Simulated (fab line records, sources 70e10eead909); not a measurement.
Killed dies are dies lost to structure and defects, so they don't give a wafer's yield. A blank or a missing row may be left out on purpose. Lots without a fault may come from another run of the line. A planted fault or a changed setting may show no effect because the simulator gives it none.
fab line records | flow nand_harc
record lots=5 wafers=15 last_day=32
route steps=1302 shown A_ONON_D2@560 A_CHANNEL_HOLE_D2@570
lots that met no fault: from a run of the same line without faults
start_h: hours from the record's first day to the start of the lot's first wafer shown | wait_h: hours since the lot's step before | " the same as in the row above | L1.1+2: a row that stands for several wafers | - no value, or no start given | * or withheld: withheld | < > ~ a bound
route shown NAME@n: a module of which the file shows steps, and the number in the route of the first | usual: mean/standard deviation of fault-free wafers | same: alike in all rows | chamber/n: place in a boat | sites: the reading at each site | _std_site: their standard deviation | _edge_site: outer sites' mean less inner sites' | radius_mm: how far each site lies from the wafer's centre | mask NAME#n: copy n | behind: the tool/chamber that last shaped the wafer | hold: why the lot was held/for how many hours/how that ended | device: the transistor (n, p or np) that didn't switch | end of line: the same wafers' tests at the end of the route | a step without rows: its recipe alone | killed: dies lost to structure and defects at the first sort, not the wafer's yield | map: a wafer's dies, x killed, . not, _ none there
set.NAME: the setting as run; set.NAME@STEP: as run at that earlier step | model.NAME: the simulator's own value behind a step, which no gauge read
lots at some steps of the route; a table a step, a row a wafer
services: from which hour (start_h, from the record's first day; less than 0 if before it) a tool's chamber was out of use, for how many hours, and why
## steps
# step NHARC_A_ONON_D2_DEP_22
# recipe target_thk_a=10000 n2_flow_sccm=2750 n2o_flow_sccm=2000 nh3_flow_sccm=500 sih4_flow_sccm=210 temp_c=400
# columns lot.wafer tool chamber start_h wait_h
L075.2+4+5 pecvd_onon-03 0 292.36 0.1
L077.2+3+4 pecvd_onon-02 0 309.41 0.1
L082.3+5+6 pecvd_onon-04 0 368.41 0.2
L084.1+4+6 pecvd_onon-02 0 392.87 0.1
L095.3+4+6 pecvd_onon-03 0 487.11 0.2
# step NHARC_A_ONON_D2_THK_MEAS_24
# recipe thk_meas_gauge=ellipsometry
# usual thk_nm=1003/7.4
# columns lot.wafer tool chamber start_h wait_h thk_nm
L075.2 film_metro-02 - 292.81 - 1001
L075.4 " - " " 1000
L075.5 " - " " 1000
L077.2 film_metro-01 - 309.86 - 1003
L077.3 " - " " 1005
L077.4 " - " " 1005
L082.3 film_metro-02 - 368.81 - 1001
L082.5 " - " " 1002
L082.6 " - " " 1000
L084.1 film_metro-01 - 393.37 - 989
L084.4 " - " " 991
L084.6 " - " " 988
L095.3 film_metro-02 - 487.51 - 1007
L095.4 " - " " 1006
L095.6 " - " " 1006
# step NHARC_A_ONON_D2_DEP_25
# recipe target_thk_a=10000 n2_flow_sccm=2750 n2o_flow_sccm=2000 nh3_flow_sccm=500 sih4_flow_sccm=210 temp_c=400
# columns lot.wafer tool chamber start_h wait_h
L075.2+4+5 pecvd_onon-03 0 292.92 0.1
L077.2+3+4 pecvd_onon-04 0 309.98 0.1
L082.3+5+6 pecvd_onon-04 0 368.98 0.2
L084.1+4+6 pecvd_onon-04 0 393.43 0.1
L095.3+4+6 pecvd_onon-03 0 487.68 0.2
# step NHARC_A_ONON_D2_THK_MEAS_27
# recipe thk_meas_gauge=ellipsometry
# usual thk_nm=1000/8.9
# columns lot.wafer tool chamber start_h wait_h thk_nm
L075.2 film_metro-02 - 293.38 - 1003
L075.4 " - " " 1004
L075.5 " - " " 1002
L077.2 film_metro-01 - 310.43 - 996
L077.3 " - " " 996
L077.4 " - " " 996
L082.3 film_metro-02 - 369.38 - 995
L082.5 " - " " 997
L082.6 " - " " 993
L084.1 film_metro-01 - 393.94 - 980
L084.4 " - " " 979
L084.6 " - " " 979
L095.3 film_metro-02 - 488.07 - 1005
L095.4 " - " " 1004
L095.6 " - " " 1005
# step NHARC_A_ONON_D2_DEP_28
# recipe target_thk_a=10000 n2_flow_sccm=2750 n2o_flow_sccm=2000 nh3_flow_sccm=500 sih4_flow_sccm=210 temp_c=400
# columns lot.wafer tool chamber start_h wait_h
L075.2+4+5 pecvd_onon-02 0 293.49 0.1
L077.2+3+4 pecvd_onon-03 0 310.54 0.1
L082.3+5+6 pecvd_onon-03 0 369.55 0.2
L084.1+4+6 pecvd_onon-03 0 394.00 0.1
L095.3+4+6 pecvd_onon-03 0 488.25 0.2
# step NHARC_A_ONON_D2_THK_MEAS_30
# recipe thk_meas_gauge=ellipsometry
# usual thk_nm=1000/9.3
# columns lot.wafer tool chamber start_h wait_h thk_nm
L075.2 film_metro-01 - 293.95 - 1020
L075.4 " - " " 1020
L075.5 " - " " 1020
L077.2 film_metro-02 - 311.00 - 983
L077.3 " - " " 984
L077.4 " - " " 984
L082.3 film_metro-01 - 369.97 - 999
L082.5 " - " " 999
L082.6 " - " " 999
L084.1 film_metro-02 - 394.51 - 992
L084.4 " - " " 993
L084.6 " - " " 992
L095.3 film_metro-01 - 488.64 - 1001
L095.4 " - " " 1000
L095.6 " - " " 1002
# step NHARC_A_ONON_D2_DEP_33
# recipe target_thk_a=2000 temp_c=400 pressure_torr=6.5 rf_w=900 teos_flow_sccm=161.4 flow_sccm=2650 target_thk_nm=200 gas=O2 material=SiO2
# usual heater_power_w=573/130 rf_fwd_power_W=898.6/2.9 throttle_valve_pct=15.9/0.49
# columns lot.wafer tool chamber start_h wait_h heater_power_w rf_fwd_power_W throttle_valve_pct
L075.2 pecvd-01 2 294.10 0.1 482 902.9 16.4
L075.5 " 1 " " 552 902.6 15.9
L075.4 " 2 " " 488 904.4 16.1
L077.2 pecvd-02 0 311.06 0.1 860 901.5 15.2
L077.3 " 1 " " 561 899.6 16.5
L077.4 " 2 " " 621 900.6 16.2
L082.3 pecvd-02 2 370.02 0.1 602 899.1 16.1
L082.6 " 2 " " 642 901.6 16.1
L082.5 " 0 " " 869 894.7 15.1
L084.1 pecvd-03 2 394.66 0.1 534 899.4 15.9
L084.4 " 0 " " 507 899.6 16.1
L084.6 " 1 " " 464 900.0 16.5
L095.3 pecvd-03 1 488.79 0.1 548 897.7 16.7
L095.4 " 0 " " 556 901.0 16.3
L095.6 " 1 " " 569 900.6 16.8
# step NHARC_A_ONON_D2_THK_MEAS_34
# recipe thk_meas_gauge=ellipsometry
# usual thk_nm=200.1/2.6
# columns lot.wafer tool chamber start_h wait_h thk_nm
L075.2 film_metro-02 - 294.43 - 197.4
L075.4 " - " " 199.9
L075.5 " - " " 196.8
L077.2 film_metro-02 - 311.47 - 198.0
L077.3 " - " " 199.6
L077.4 " - " " 202.7
L082.3 film_metro-01 - 370.44 - 196.4
L082.5 " - " " 201.8
L082.6 " - " " 202.3
L084.1 film_metro-02 - 394.98 - 197.9
L084.4 " - " " 200.2
L084.6 " - " " 198.1
L095.3 film_metro-01 - 489.11 - 200.1
L095.4 " - " " 200.6
L095.6 " - " " 197.5
# step NHARC_A_ONON_D2_INSPECT_32
# usual raw_defect_count=412/160
# columns lot.wafer tool chamber start_h wait_h raw_defect_count
L075.2 defect_inspect-01 - 294.49 0.0 474
L075.4 " - " " 209
L075.5 " - " " 523
L077.2 defect_inspect-01 - 311.54 0.0 656
L077.3 " - " " 573
L077.4 " - " " 529
L082.3 defect_inspect-01 - 370.50 0.0 501
L082.5 " - " " 473
L082.6 " - " " 640
L084.1 defect_inspect-02 - 395.04 0.0 265
L084.4 " - " " 354
L084.6 " - " " 290
L095.3 defect_inspect-01 - 489.18 0.0 323
L095.4 " - " " 269
L095.6 " - " " 419
# step NHARC_A_CHANNEL_HOLE_D2_DEP_00
# recipe target_thk_a=31000 temp_c=400 material=aC
# usual throttle_valve_pct=35.002/0.0091
# columns lot.wafer tool chamber start_h wait_h throttle_valve_pct
L075.2 acl_dep-03 0 297.35 2.9 35.002
L075.4 " 0 " " 35.003
L075.5 " 0 " " 35.005
L077.2 acl_dep-01 0 313.80 2.3 35.008
L077.3 " 0 " " 35.002
L077.4 " 0 " " 35.009
L082.3 acl_dep-03 0 371.39 0.9 35.001
L082.5 " 0 " " 35.003
L082.6 " 0 " " 35.009
L084.1 acl_dep-01 0 395.11 0.1 34.999
L084.4 " 0 " " 35.009
L084.6 " 0 " " 35.016
L095.3 acl_dep-02 0 495.38 6.2 34.986
L095.4 " 0 " " 34.983
L095.6 " 0 " " 35.006
# step NHARC_A_CHANNEL_HOLE_D2_DEP_01
# recipe target_thk_a=1400 target_thk_nm=140 temp_c=400 pressure_torr=3.5 flow_sccm=200 rf_w=350 material=SiON
# usual heater_power_w=755/110 rf_fwd_power_W=348.4/1
# columns lot.wafer tool chamber start_h wait_h heater_power_w rf_fwd_power_W
L075.2 pecvd-04 2 298.97 1.3 570 348.4
L075.4 " 1 " " 744 347.8
L075.5 " 0 " " 799 348.2
L077.2 pecvd-03 1 315.43 1.3 709 349.1
L077.3 " 2 " " 664 348.6
L077.4 " 0 " " 723 348.1
L082.3 pecvd-02 2 372.71 1.0 691 349.1
L082.6 " 1 " " 735 349.3
L082.5 " 2 " " 703 348.6
L084.1 pecvd-03 1 397.02 1.6 779 349.5
L084.4 " 1 " " 777 348.5
L084.6 " 2 " " 731 350.0
L095.3 pecvd-04 2 496.74 1.1 659 348.6
L095.6 " 0 " " 720 347.8
L095.4 " 2 " " 667 346.7
# step NHARC_A_CHANNEL_HOLE_D2_DEHYDRATE_02
# recipe temp_c=150 time_s=120
# usual heater_power_total_W=182.5/1.2
# columns lot.wafer tool chamber start_h wait_h heater_power_total_W
L075.2 litho_track-01 0 299.21 0.2 183.0
L075.4 " 0 " " 183.5
L075.5 " 0 " " 180.7
L077.2 litho_track-04 0 315.67 0.2 182.2
L077.3 " 0 " " 182.8
L077.4 " 0 " " 183.9
L082.3 litho_track-06 0 372.96 0.2 183.7
L082.5 " 0 " " 183.2
L082.6 " 0 " " 181.7
L084.1 litho_track-06 0 397.30 0.2 183.6
L084.4 " 0 " " 180.5
L084.6 " 0 " " 181.2
L095.3 litho_track-04 0 496.96 0.2 180.4
L095.4 " 0 " " 183.6
L095.6 " 0 " " 180.9
# step NHARC_A_CHANNEL_HOLE_D2_HMDS_03
# recipe time_s=30
# columns lot.wafer tool chamber start_h wait_h
L075.2+4+5 litho_track-01 0 - -
L077.2+3+4 litho_track-04 0 - -
L082.3+5+6 litho_track-06 0 - -
L084.1+4+6 litho_track-06 0 - -
L095.3+4+6 litho_track-04 0 - -
# step NHARC_A_CHANNEL_HOLE_D2_COAT_36
# recipe temp_c=260 time_s=75
# usual heater_power_total_W=486.6/1.6
# columns lot.wafer tool chamber start_h wait_h heater_power_total_W
L075.2 litho_track-01 0 - - 484.8
L075.4 " 0 " " 489.0
L075.5 " 0 " " 486.2
L077.2 litho_track-04 0 - - 485.1
L077.3 " 0 " " 487.7
L077.4 " 0 " " 484.9
L082.3 litho_track-06 0 - - 486.2
L082.5 " 0 " " 485.3
L082.6 " 0 " " 484.7
L084.1 litho_track-06 0 - - 489.4
L084.4 " 0 " " 485.5
L084.6 " 0 " " 486.4
L095.3 litho_track-04 0 - - 487.0
L095.4 " 0 " " 484.5
L095.6 " 0 " " 487.9
# step NHARC_A_CHANNEL_HOLE_D2_COAT_37
# recipe temp_c=225 time_s=65
# usual heater_power_total_W=446.6/2.1
# columns lot.wafer tool chamber start_h wait_h heater_power_total_W
L075.2 litho_track-01 0 - - 446.9
L075.4 " 0 " " 444.3
L075.5 " 0 " " 445.8
L077.2 litho_track-04 0 - - 449.8
L077.3 " 0 " " 444.4
L077.4 " 0 " " 449.4
L082.3 litho_track-06 0 - - 445.5
L082.5 " 0 " " 448.5
L082.6 " 0 " " 444.6
L084.1 litho_track-06 0 - - 444.0
L084.4 " 0 " " 444.7
L084.6 " 0 " " 447.7
L095.3 litho_track-04 0 - - 448.0
L095.4 " 0 " " 449.0
L095.6 " 0 " " 445.5
# step NHARC_A_CHANNEL_HOLE_D2_COAT_04
# recipe spin_rpm=1500 resist_thk_nm=90
# columns lot.wafer tool chamber start_h wait_h
L075.2+4+5 litho_track-01 0 - -
L077.2+3+4 litho_track-04 0 - -
L082.3+5+6 litho_track-06 0 - -
L084.1+4+6 litho_track-06 0 - -
L095.3+4+6 litho_track-04 0 - -
# step NHARC_A_CHANNEL_HOLE_D2_SOFTBAKE_05
# recipe temp_c=105 time_s=55
# usual heater_power_total_W=188.46/0.14
# columns lot.wafer tool chamber start_h wait_h heater_power_total_W
L075.2 litho_track-01 0 - - 188.28
L075.4 " 0 " " 188.35
L075.5 " 0 " " 188.72
L077.2 litho_track-04 0 - - 188.39
L077.3 " 0 " " 188.64
L077.4 " 0 " " 188.77
L082.3 litho_track-06 0 - - 188.76
L082.5 " 0 " " 188.60
L082.6 " 0 " " 188.33
L084.1 litho_track-06 0 - - 188.36
L084.4 " 0 " " 188.51
L084.6 " 0 " " 188.61
L095.3 litho_track-04 0 - - 188.46
L095.4 " 0 " " 188.31
L095.6 " 0 " " 188.32
# step NHARC_A_CHANNEL_HOLE_D2_EBR_06
# columns lot.wafer tool chamber start_h wait_h
L075.2+4+5 litho_track-01 0 - -
L077.2+3+4 litho_track-04 0 - -
L082.3+5+6 litho_track-06 0 - -
L084.1+4+6 litho_track-06 0 - -
L095.3+4+6 litho_track-04 0 - -
# step NHARC_A_CHANNEL_HOLE_D2_EXPOSE_07
# recipe na=1.35 target_cd_nm=100 sigma_outer=0.3 dose_mj=59.65 mask_id=HOLE_D2
# same sigma_outer=0.3
# columns lot.wafer tool chamber start_h wait_h mask
L075.2+4+5 arfi_scanner-01 0 299.52 - HOLE_D2#0
L077.2+3+4 arfi_scanner-01 0 315.98 - HOLE_D2#0
L082.3+5+6 arfi_scanner-01 0 373.15 - HOLE_D2#0
L084.1+4+6 arfi_scanner-02 0 397.61 - HOLE_D2#0
L095.3+4+6 arfi_scanner-01 0 497.27 - HOLE_D2#0
# step NHARC_A_CHANNEL_HOLE_D2_PEB_08
# recipe peb_temp_c=100 peb_time_s=65
# usual heater_power_total_W=156.6/0.41
# columns lot.wafer tool chamber start_h wait_h heater_power_total_W
L075.2 litho_track-06 0 299.58 0.1 157.2
L075.4 " 0 " " 156.0
L075.5 " 0 " " 156.1
L077.2 litho_track-01 0 316.04 0.1 157.2
L077.3 " 0 " " 156.9
L077.4 " 0 " " 156.0
L082.3 litho_track-01 0 373.20 0.0 157.2
L082.5 " 0 " " 156.9
L082.6 " 0 " " 156.4
L084.1 litho_track-06 0 397.67 0.1 156.3
L084.4 " 0 " " 157.1
L084.6 " 0 " " 156.5
L095.3 litho_track-01 0 497.33 0.0 157.2
L095.4 " 0 " " 156.7
L095.6 " 0 " " 156.2
# step NHARC_A_CHANNEL_HOLE_D2_DEVELOP_09
# recipe develop_time_s=35 dev_temp_c=23
# columns lot.wafer tool chamber start_h wait_h
L075.2+4+5 litho_track-06 0 - -
L077.2+3+4 litho_track-01 0 - -
L082.3+5+6 litho_track-01 0 - -
L084.1+4+6 litho_track-06 0 - -
L095.3+4+6 litho_track-01 0 - -
# step NHARC_A_CHANNEL_HOLE_D2_CD_MEAS_10
# recipe target_cd_nm=100 landing_energy_ev=500
# usual cd_nm=100.0/0.4
# columns lot.wafer tool chamber start_h wait_h cd_nm
L075.2 cd_sem-01 0 299.66 - 99.5
L075.4 " 0 " " 99.6
L075.5 " 0 " " 100.0
L077.2 cd_sem-03 0 316.12 - 100.4
L077.3 " 0 " " 100.1
L077.4 " 0 " " 100.6
L082.3 cd_sem-02 0 373.29 - 100.9
L082.5 " 0 " " 100.3
L082.6 " 0 " " 100.6
L084.1 cd_sem-03 0 397.75 - 100.1
L084.4 " 0 " " 100.0
L084.6 " 0 " " 100.1
L095.3 cd_sem-01 0 497.41 - 99.9
L095.4 " 0 " " 99.5
L095.6 " 0 " " 100.0
# step NHARC_A_CHANNEL_HOLE_D2_OVL_MEAS_11
# usual overlay_x_nm=0.1/0.84 overlay_y_nm=-0.1/0.72
# columns lot.wafer tool chamber start_h wait_h overlay_x_nm overlay_y_nm
L075.2 overlay-02 - 299.75 - -0.4 -0.7
L075.4 " - " " -0.7 0.1
L075.5 " - " " -0.8 -0.1
L077.2 overlay-01 - 316.21 - 1.8 -0.7
L077.3 " - " " 1.5 -0.5
L077.4 " - " " 1.6 -0.4
L082.3 overlay-02 - 373.37 - 1.6 0.5
L082.5 " - " " 1.3 -0.3
L082.6 " - " " 1.6 0.0
L084.1 overlay-01 - 397.83 - 0.5 -0.2
L084.4 " - " " 1.2 0.4
L084.6 " - " " 0.7 -0.1
L095.3 overlay-01 - 497.49 - -0.1 -1.0
L095.4 " - " " -0.5 -1.4
L095.6 " - " " -0.5 -0.7
# step NHARC_A_CHANNEL_HOLE_D2_INSPECT_12
# usual raw_defect_count=30/23
# columns lot.wafer tool chamber start_h wait_h raw_defect_count
L075.2 defect_inspect-01 - 299.78 0.0 50
L075.4 " - " " 55
L075.5 " - " " 46
L077.2 defect_inspect-02 - 316.24 0.0 50
L077.3 " - " " 64
L077.4 " - " " 52
L082.3 defect_inspect-01 - 373.41 0.0 12
L082.5 " - " " 7
L082.6 " - " " 4
L084.1 defect_inspect-01 - 397.87 0.0 53
L084.4 " - " " 59
L084.6 " - " " 54
L095.3 defect_inspect-02 - 497.53 0.0 15
L095.4 " - " " 20
L095.6 " - " " 20
# step NHARC_A_CHANNEL_HOLE_D2_DESCUM_15
# recipe time_s=3 o2_flow_sccm=200 ar_flow_sccm=0 bias_power_w=0 chemistry=O2
# usual drypump_motor_current_A=5.5/0.47 oes_product_au=1.000/0.008 rf_vpp_V=57.8/0.82 showerhead_plenum_p_Torr=1.91/0.068 throttle_valve_pct=11.311/0.0089
# columns lot.wafer tool chamber start_h wait_h drypump_motor_current_A oes_product_au rf_hours_counter_h rf_vpp_V showerhead_plenum_p_Torr throttle_valve_pct
L075.2 rie_diel-11 3 299.86 0.1 4.9 1.006 1.8 58.9 1.93 11.309
L075.4 " 0 " " 6.5 1.014 2.1 57.4 1.96 11.302
L075.5 " 1 " " 5.3 1.008 - 56.1 1.84 11.310
L077.4 rie_diel-11 0 316.30 0.1 6.6 0.996 3.5 56.3 1.96 11.309
L077.3 " 1 " " 5.3 1.004 3.9 57.7 1.84 11.312
L077.2 " 3 " " 4.8 0.999 3.0 57.3 1.93 11.305
L082.3 rie_diel-11 3 373.48 0.1 4.8 1.000 7.0 60.0 1.93 11.311
L082.6 " 1 " " 5.3 0.998 - 56.0 1.84 11.301
L082.5 " 2 " " 5.4 0.993 - 58.5 1.78 11.319
L084.1 rie_diel-07 3 397.94 0.1 5.2 0.995 4.6 57.7 1.98 11.320
L084.4 " 2 " " 5.1 0.989 - 58.5 1.99 11.322
L084.6 " 3 " " 5.2 1.009 - 57.5 1.98 11.321
L095.4 rie_diel-04 0 497.59 0.1 5.8 0.991 10.4 57.8 1.89 11.311
L095.3 " 1 " " 5.8 0.990 9.9 59.3 1.98 11.302
L095.6 " 1 " " 5.8 0.987 - 57.5 1.98 11.314
# step NHARC_A_CHANNEL_HOLE_D2_ETCH_38
# recipe target_depth_a=390 over_etch_frac=0.3 time_s=65 ion_energy_ev=80 cf4_flow_sccm=150 ar_flow_sccm=0 rf_w=300 bias_w=100 chemistry=CF4
# usual drypump_motor_current_A=5.5/0.45 oes_product_au=1.000/0.0076 rf_fwd_power_W=297.6/1.2 rf_vpp_V=151.2/1.1 showerhead_plenum_p_Torr=1.76/0.06 throttle_valve_pct=13.284/0.009
# columns lot.wafer tool chamber start_h wait_h drypump_motor_current_A oes_product_au rf_fwd_power_W rf_hours_counter_h rf_vpp_V showerhead_plenum_p_Torr throttle_valve_pct
L075.2 rie_diel-11 1 299.93 0.1 5.3 1.005 297.8 2.5 151.5 1.70 13.286
L075.4 " 2 " " 5.4 0.996 297.7 2.2 150.6 1.66 13.259
L075.5 " 0 " " 6.5 1.011 298.8 - 152.5 1.81 13.281
L077.2 rie_diel-11 3 316.39 0.1 4.9 1.002 296.6 3.0 150.8 1.78 13.283
L077.4 " 0 " " 6.5 0.998 298.4 3.5 151.3 1.81 13.293
L077.3 " 2 " " 5.5 0.996 298.7 3.4 150.0 1.66 13.292
L082.3 rie_diel-11 3 373.57 0.1 4.9 1.004 296.9 7.0 151.6 1.78 13.280
L082.5 " 1 " " 5.3 1.014 297.3 - 151.7 1.70 13.280
L082.6 " 2 " " 5.4 1.005 298.4 - 149.8 1.66 13.270
L084.1 rie_diel-07 3 398.03 0.1 5.1 1.003 297.8 4.6 153.8 1.83 13.282
L084.6 " 3 " " 5.1 1.008 297.3 - 151.3 1.83 13.285
L084.4 " 2 " " 5.0 0.998 295.5 - 151.6 1.84 13.296
L095.4 rie_diel-04 3 497.67 0.1 5.5 1.007 295.8 9.3 152.1 1.82 13.284
L095.3 " 2 " " 5.4 0.999 298.9 8.9 151.6 1.78 13.293
L095.6 " 3 " " 5.5 0.987 295.8 - 151.9 1.82 13.288
# step NHARC_A_CHANNEL_HOLE_D2_ETCH_39
# recipe target_depth_a=2600 over_etch_frac=0.3 time_s=325 ion_energy_ev=200 n2_flow_sccm=150 h2_flow_sccm=150 ar_flow_sccm=0 rf_w=400 bias_w=150 chemistry=N2/H2
# usual drypump_motor_current_A=5.6/0.49 oes_product_au=0.999/0.0077 rf_fwd_power_W=399.2/1.2 rf_vpp_V=430.4/2.1 showerhead_plenum_p_Torr=2.04/0.073 throttle_valve_pct=14.170/0.0092
# columns lot.wafer tool chamber start_h wait_h drypump_motor_current_A oes_product_au rf_fwd_power_W rf_hours_counter_h rf_vpp_V showerhead_plenum_p_Torr throttle_valve_pct
L075.4 rie_diel-11 1 - - 5.3 1.007 398.5 2.5 430.2 1.96 14.171
L075.2 " 2 " " 5.4 0.993 400.8 2.2 427.1 1.90 14.172
L075.5 " 3 " " 4.8 1.003 397.3 - 430.6 2.06 14.172
L077.2 rie_diel-11 1 - - 5.3 1.004 398.0 4.0 426.8 1.96 14.176
L077.4 " 2 " " 5.4 1.002 399.7 3.5 425.9 1.90 14.167
L077.3 " 3 " " 4.8 1.006 400.0 3.1 430.8 2.06 14.160
L082.3 rie_diel-11 1 - - 5.3 1.001 400.6 8.0 427.5 1.96 14.166
L082.5 " 2 " " 5.4 1.006 399.6 - 426.0 1.90 14.177
L082.6 " 3 " " 4.9 0.995 400.1 - 430.6 2.06 14.168
L084.1 rie_diel-07 2 - - 5.1 0.992 400.7 4.7 434.5 2.13 14.189
L084.6 " 0 " " 5.6 0.996 400.4 - 430.9 2.10 14.152
L084.4 " 3 " " 5.2 0.994 398.9 - 432.8 2.12 14.173
L095.3 rie_diel-04 0 - - 5.8 0.981 401.6 10.4 431.5 2.02 14.162
L095.4 " 1 " " 5.8 0.982 398.3 10.0 432.8 2.11 14.186
L095.6 " 0 " " 5.8 0.994 401.0 - 430.5 2.02 14.158
# step NHARC_A_CHANNEL_HOLE_D2_ETCH_34
# recipe target_depth_a=1540 time_s=77 cf4_flow_sccm=100 chf3_flow_sccm=30 ar_flow_sccm=0 rf_w=500 bias_w=200 chemistry=CF4/CHF3
# usual drypump_motor_current_A=5.5/0.47 oes_product_au=0.956/0.019 rf_fwd_power_W=496.6/1.9 rf_vpp_V=370.5/1.9 showerhead_plenum_p_Torr=1.57/0.053 throttle_valve_pct=16.802/0.0091
# columns lot.wafer tool chamber start_h wait_h drypump_motor_current_A oes_product_au rf_fwd_power_W rf_hours_counter_h rf_vpp_V showerhead_plenum_p_Torr throttle_valve_pct
L075.2 rie_diel-11 2 - - 5.4 0.958 495.6 2.3 368.4 1.48 16.801
L075.4 " 3 " " 4.9 0.986 495.7 2.0 370.7 1.59 16.793
L075.5 " 1 " " 5.3 0.976 495.7 - 368.1 1.52 16.784
L077.3 rie_diel-11 3 - - 4.8 0.980 495.4 3.1 371.2 1.59 16.799
L077.2 " 0 " " 6.5 0.960 496.1 3.7 373.1 1.61 16.802
L077.4 " 1 " " 5.3 0.959 496.5 4.1 368.5 1.51 16.810
L082.3 rie_diel-11 0 - - 6.5 0.978 499.3 7.3 371.5 1.61 16.799
L082.5 " 1 " " 5.3 0.959 493.3 - 368.8 1.51 16.807
L082.6 " 2 " " 5.4 0.957 496.4 - 366.4 1.47 16.793
L084.1 rie_diel-07 3 - - 5.1 0.958 499.8 4.9 372.8 1.63 16.793
L084.6 " 2 " " 5.1 0.965 493.6 - 372.5 1.63 16.809
L084.4 " 3 " " 5.1 0.954 497.9 - 372.6 1.63 16.795
L095.4 rie_diel-04 1 - - 5.8 0.942 498.0 10.2 370.5 1.63 16.805
L095.3 " 2 " " 5.4 0.961 497.3 9.0 371.9 1.58 16.796
L095.6 " 3 " " 5.5 0.967 494.1 - 372.3 1.62 16.795
# step NHARC_A_CHANNEL_HOLE_D2_ETCH_16
# recipe target_depth_a=31000 over_etch_frac=0.3 time_s=806 ion_energy_ev=150 o2_flow_sccm=400 cos_flow_sccm=20 ar_flow_sccm=0 rf_w=500 bias_w=300 chemistry=O2/COS
# usual cos_flow_sccm=20.01/0.063 drypump_motor_current_A=5.6/0.48 oes_product_au=1.000/0.0067 rf_fwd_power_W=499.7/1.7 rf_vpp_V=314.1/1.7 showerhead_plenum_p_Torr=3.12/0.1 throttle_valve_pct=28.330/0.0086
# columns lot.wafer tool chamber start_h wait_h cos_flow_sccm drypump_motor_current_A oes_product_au rf_fwd_power_W rf_hours_counter_h rf_vpp_V showerhead_plenum_p_Torr throttle_valve_pct
L075.4 rie_diel-11 1 - - 20.05 5.3 1.004 500.1 2.7 312.4 3.01 28.320
L075.2 " 3 " " 20.02 4.9 0.994 500.0 2.2 315.0 3.15 28.324
L075.5 " 0 " " 19.94 6.5 0.998 497.5 - 315.2 3.19 28.338
L077.2 rie_diel-11 1 - - 19.99 5.3 1.004 502.7 4.2 313.1 3.01 28.340
L077.3 " 2 " " 19.88 5.4 0.997 500.6 3.7 311.4 2.92 28.340
L077.4 " 3 " " 20.00 4.9 1.008 496.4 3.3 314.0 3.15 28.330
L082.3 rie_diel-11 1 - - 19.93 5.3 1.006 500.2 8.2 311.7 3.00 28.328
L082.5 " 3 " " 20.01 4.9 1.011 499.1 - 314.1 3.14 28.339
L082.6 " 0 " " 19.92 6.6 1.002 499.8 - 315.8 3.19 28.332
L084.1 rie_diel-07 3 - - 20.08 5.1 1.006 499.2 5.0 316.5 3.23 28.333
L084.6 " 3 " " 19.98 5.1 1.006 499.1 - 317.4 3.23 28.325
L084.4 " 0 " " 19.93 5.7 0.999 500.4 - 314.8 3.20 28.340
L095.3 rie_diel-04 3 - - 19.97 5.4 1.002 498.6 9.6 314.6 3.21 28.325
L095.4 " 1 " " 20.02 5.8 1.005 499.1 10.3 316.3 3.23 28.337
L095.6 " 2 " " 20.03 5.4 1.006 499.3 - 314.3 3.13 28.338
# step NHARC_A_CHANNEL_HOLE_D2_CD_MEAS_18
# usual cd_nm=99.7/1.5
# columns lot.wafer tool chamber start_h wait_h cd_nm
L075.2 cd_sem-02 - 300.95 - 98.1
L075.4 " - " " 98.8
L075.5 " - " " 100.1
L077.2 cd_sem-01 - 317.41 - 98.6
L077.3 " - " " 100.5
L077.4 " - " " 99.0
L082.3 cd_sem-02 - 374.58 - 100.4
L082.5 " - " " 99.0
L082.6 " - " " 101.1
L084.1 cd_sem-03 - 399.25 - 102.0
L084.4 " - " " 102.7
L084.6 " - " " 101.1
L095.3 cd_sem-01 - 498.70 - 101.2
L095.4 " - " " 98.8
L095.6 " - " " 101.2
# step NHARC_A_CHANNEL_HOLE_D2_ETCH_19
# recipe bias_v=1200 source_w=2500 pressure_mtorr=15 time_s=34.5 ar_flow_sccm=375 c4f8_flow_sccm=28.8 o2_flow_sccm=96.2 temp_c=-20 target_depth_a=* chemistry=C4F8/O2/Ar
# usual drypump_motor_current_A=5.7/0.67 he_backside_leak_sccm=6.6/0.92 rf_fwd_power_W=2443/9 showerhead_plenum_p_Torr=3.77/0.13 throttle_valve_pct=37.038/0.0098
# columns lot.wafer tool chamber start_h wait_h drypump_motor_current_A he_backside_leak_sccm rf_fwd_power_W rf_hours_counter_h showerhead_plenum_p_Torr throttle_valve_pct
L075.2 har_etch-02 1 302.00 1.0 6.1 6.3 2442 352 3.78 37.034
L075.4 " 0 " " 6.7 7.1 2430 - 3.47 37.036
L075.5 " 0 " " 6.7 7.3 2440 - 3.47 37.014
L077.2 har_etch-02 1 317.52 0.1 6.1 6.2 2447 - 3.77 37.016
L077.3 " 1 " " 6.1 6.3 2451 - 3.77 37.047
L077.4 " 1 " " 6.1 6.3 2453 - 3.77 37.019
L082.3 har_etch-01 0 377.77 3.2 4.9 7.0 2435 - 3.71 37.024
L082.6 " 1 " " 5.4 6.9 2446 - 3.87 37.028
L082.5 " 0 " " 4.9 6.8 2441 - 3.71 37.034
L084.1 har_etch-02 0 399.35 0.1 6.7 5.2 2439 4 3.98 37.043
L084.4 " 0 " " 6.7 4.7 2440 - 3.98 37.037
L084.6 " 0 " " 6.8 4.6 2434 - 3.98 37.031
L095.4 har_etch-02 0 498.81 0.1 6.7 5.1 2434 - 3.95 37.027
L095.3 " 1 " " 6.1 5.4 2453 - 3.71 37.045
L095.6 " 1 " " 6.1 5.8 2446 - 3.72 37.033
## services
# columns tool chamber start_h hours kind
rie_diel-04 0 284.99 1.9 repair
rie_diel-07 - 294.21 9.0 pm
rie_diel-04 - 294.96 0.3 repair
pecvd-03 0 295.15 8.5 repair
rie_diel-11 0 309.50 2.3 repair
pecvd_onon-04 - 311.00 13.0 pm
litho_track-01 - 330.00 7.0 pm
rie_diel-07 1 335.23 119.6 repair
rie_diel-11 0 337.63 4.3 repair
pecvd-03 1 342.83 18.6 repair
rie_diel-11 1 343.40 4.4 repair
arfi_scanner-01 - 350.94 2.6 repair
litho_track-06 - 354.00 7.0 pm
rie_diel-04 - 354.98 9.0 pm
rie_diel-07 0 365.01 1.4 repair
pecvd-03 - 366.00 13.0 pm
har_etch-02 - 377.07 17.0 pm
litho_track-04 - 378.00 7.0 pm
rie_diel-11 2 390.12 9.7 repair
pecvd-03 2 403.33 11.8 repair
pecvd_onon-03 - 408.04 13.0 pm
rie_diel-11 - 432.50 9.0 pm
arfi_scanner-01 - 433.58 4.0 pm
rie_diel-07 - 471.21 9.0 pm
## key
fault none
